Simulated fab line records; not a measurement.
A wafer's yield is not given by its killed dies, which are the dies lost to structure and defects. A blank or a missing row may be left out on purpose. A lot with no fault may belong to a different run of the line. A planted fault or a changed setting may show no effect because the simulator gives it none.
A struck lot beside a sound one + flow n5 finfet + 45 out of 1938 route steps
Sound: the wafers L281.1, L281.3, L281.6. Struck: wafer L274.1. (L274.3, L274.4 of the same lot were not struck and are left out.) The cause comes at the end.
For every step that has rows: the tool of each side, followed by ch and its chambers, followed by its first start. Under that, the readings that differ: sound wafers + struck wafers + difference of the means + sigmas: that difference in standard deviations of wafers without a fault.
alike: words and numbers the same on both sides, and readings whose means are apart by under 2 such deviations; not compared: readings that were withheld, readings missing a value for some wafer, numbers with overlapping values and no deviation given by the record, and bounds like >300 which may hide the same value.
Wherever a step has rows on one side only, a row that says differs or no value, or a row with sigmas, the two part there. Numbers that have no deviation but don't overlap get no sigmas and don't part them. A reading missing from all wafers of one side parts the sides only when that side holds two or more wafers.

first, 11 steps without rows for these wafers: N5_BEOL_M2_DESCUM_33 (chemistry O2, time 7 s); N5_BEOL_M2_ETCH_77 (etches underlayer in N2/H2, target depth 6.5 nm, time 5.2 s); N5_BEOL_M2_ETCH_69 (etches SiARC in CF4, target depth 15.6 nm, time 26 s); N5_BEOL_M2_ALD_98 (deposits SiO2, target thk 2.5 nm, pulse time 1 s, co reactant pulse time 1 s); N5_BEOL_M2_ETCHBACK_99 (etches SiO2 in CHF3, target depth 5 nm, time 10.4 s); N5_BEOL_M2_ETCH_70 (etches SOC in N2/H2, target depth 80 nm, overetch 24 nm, time 130 s); N5_BEOL_M2_STRIP_71 (strips in N2/H2); N5_BEOL_M2_STRIP_78 (strips in N2/H2); N5_BEOL_M2_VIA_ETCH_34 (etches the open film in C4F6/O2, target depth 69.4 nm, time 65.9 s); N5_BEOL_M2_STRIP_83 (strips in C4F6/O2); N5_BEOL_M2_STRIP_36 (strips in N2/H2).
N5_BEOL_M2_TRENCH_ETCH_37: etches SiOC in C4F6/O2, target depth 55.555 nm, time 29.2 s.
  sound on rie diel-04 ch 2,3, day 12 02:40; struck on rie diel-02 ch 1, day 10 08:44
| reading                                    | sound             | struck | difference | sigmas |
|--------------------------------------------|-------------------|--------|------------|--------|
| rf vpp V (V)                               | 681 674 675       | 656    | -21        | -2     |
| run length s (s)                           | 52.5 52.7 52.5    | 60.4   | +7.8       | +20    |
| model.etch.depth nm (nm)                   | 54.75 55.17 54.74 | 69.84  | +14.95     |        |
| model.BEOL_M2.feature depth nm (nm)        | 54.8 55.2 54.8    | 69.8   | +14.9      |        |
| model.TiN_of_BEOL_M2_HM_DEP_02.thk nm (nm) | 17.4 17.4 17.6    | 17.2   | -0.3       |        |
  alike: C4F6_flow_sccm, chamber pressure mTorr, drypump motor current A, mfc ar sccm, oes product au, showerhead plenum p Torr, throttle valve pct
  not compared: rf hours counter h
then, 2 steps without rows for these wafers: N5_BEOL_M2_ETCH_41 (etches SiCN in CH3F/O2, target depth 29.9 nm, time 52.5 s); N5_BEOL_M2_STRIP_97 (strips in N2/H2, time 10 s).
N5_BEOL_M2_OCD_MEAS_38:
  struck on ocd-01, day 10 08:54; sound on ocd-02, day 12 02:53
| reading              | sound          | struck | difference | sigmas |
|----------------------|----------------|--------|------------|--------|
| trench depth nm (nm) | 54.7 54.9 54.8 | 70.2   | +15.4      | +26    |
then, 25 steps without rows for these wafers: N5_BEOL_M2_HM_STRIP_39 (strips TiN in peroxide tin strip, target depth 25 nm, time 158 s); N5_BEOL_M2_SRD_40 (time 30 s); N5_BEOL_M2_PRECLEAN_42 (cleans in residue remover, time 60 s); N5_BEOL_M2_SRD_43 (time 30 s); N5_BEOL_M2_DEGAS_44 (time 60 s); N5_BEOL_M2_PRE_CLEAN_45 (time 30 s); N5_BEOL_M2_ALD_84 (deposits TaN, pulse time 2 s, purge time 3 s, co reactant purge time 2 s); N5_BEOL_M2_SURFACE_TREAT_85; N5_BEOL_M2_CVD_47 (deposits Co from CCTBA/H2, target thk 3 nm, time 223.8 s); N5_BEOL_M2_SPUTTER_48 (material Cu, target thk 4.5 nm, time 8.29 s); N5_BEOL_M2_ANNEAL_49 (time 240 s); N5_BEOL_M2_SPUTTER_79 (material Cu, target thk 4.5 nm, time 8.29 s); N5_BEOL_M2_ANNEAL_80 (time 240 s); N5_BEOL_M2_SPUTTER_81 (material Cu, target thk 4.5 nm, time 8.29 s); N5_BEOL_M2_ANNEAL_82 (time 240 s); N5_BEOL_M2_SPUTTER_86 (material Cu, target thk 4.5 nm, time 8.29 s); N5_BEOL_M2_ANNEAL_87 (time 240 s); N5_BEOL_M2_SPUTTER_88 (material Cu, target thk 4.5 nm, time 8.29 s); N5_BEOL_M2_ANNEAL_89 (time 240 s); N5_BEOL_M2_SPUTTER_90 (material Cu, target thk 4.5 nm, time 8.29 s); N5_BEOL_M2_ANNEAL_91 (time 240 s); N5_BEOL_M2_SPUTTER_92 (material Cu, target thk 4.5 nm, time 8.29 s); N5_BEOL_M2_ANNEAL_93 (time 240 s); N5_BEOL_M2_SPUTTER_94 (material Cu, target thk 4.5 nm, time 8.29 s); N5_BEOL_M2_ANNEAL_95 (time 240 s).
N5_BEOL_M2_CMP_52: polishes, stops on SiOC, t overpolish 6.8 s, target thk 40 nm.
  sound on cmp-01 ch 0,2, day 12 07:44; struck on cmp-01 ch 1, day 10 12:19
| reading                                | sound          | struck | difference | sigmas |
|----------------------------------------|----------------|--------|------------|--------|
| model.Cu_of_BEOL_M2_ECD_50.thk nm (nm) | 38.6 37.6 38.4 | 57     | +19        |        |
  alike: barrier field endpoint s, motor current A, overpolish run s, time to endpoint s
N5_BEOL_M2_THK_MEAS_53: measures by xrf.
  struck on film metro-01, day 10 12:37; sound on film metro-01, day 12 08:01
| reading     | sound          | struck | difference | sigmas |
|-------------|----------------|--------|------------|--------|
| M2_THK (nm) | 37.9 36.9 37.8 | 56.7   | +19.2      | +13    |
N5_BEOL_M2_RS_MEAS_58: the measuring method here is four-point-probe.
  struck on film metro-01, day 10 12:54; sound on film metro-01, day 12 08:17
| reading        | sound          | struck | difference | sigmas |
|----------------|----------------|--------|------------|--------|
| M2_RS (ohm/sq) | 0.70 0.72 0.70 | 0.43   | -0.28      | -8     |
N5_BEOL_M4_RC_MEAS_101:
  sound on prober-02 ch 0, day 13 05:02; struck on prober-01 ch 0, day 11 09:43
| reading                   | sound          | struck | difference | sigmas |
|---------------------------|----------------|--------|------------|--------|
| DIBL_N (mV/V)             | 33.9 34.6 34.1 | 37.9   | +3.7       | +2     |
| DIBL_P (mV/V)             | 32.4 33.8 33.3 | 38.3   | +5.1       | +2     |
| IOFF_N (nA/um)            | 0.11 0.13 0.13 | 0.20   | +0.08      | +2     |
| IOFF_P (nA/um)            | 0.16 0.19 0.17 | 0.25   | +0.08      | +2     |
| ION_N (uA/um)             | 653 654 659    | 681    | +26        | +2     |
| SERP_M2 (ohm/um)          | 185 209 198    | 133    | -64        | -4     |
| SERP_M2_max_site (ohm/um) | 191 218 209    | 142    | -64        | -3     |
| VT_N (mV)                 | 255 253 255    | 247    | -7         | -2     |
  alike: ION_P, SS_N, SS_P, VT_P
-- record jumps: 4 days separate the struck wafers' starts on either side; left off in module BEOL_M4, taken up again in module PASSIVATION, whose first shown step is the route's number 1936 --
N5_PASSIVATION_PROBE_49:
  struck on prober-01, day 15 10:08; sound on prober-01, day 17 14:25
  alike: defect limited yield, killed_at_M0_to_M3, killed_at_M4_up, killed at contacts, killed at front end, killed at other, killed dies, killed open, killed short, sort_bin_5_function, sort_bin_6_memory, sort n pass, sort yield pct

## WHERE THEY PART
Earliest at N5_BEOL_M2_TRENCH_ETCH_37; latest, in this record, at N5_BEOL_M4_RC_MEAS_101. Later steps at which nothing parts them and some readings are alike: N5_PASSIVATION_PROBE_49.

WHY: whatever the simulator had introduced
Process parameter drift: rie diel-02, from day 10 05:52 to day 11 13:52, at N5_BEOL_M2_TRENCH_ETCH_37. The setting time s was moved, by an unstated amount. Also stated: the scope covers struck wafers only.
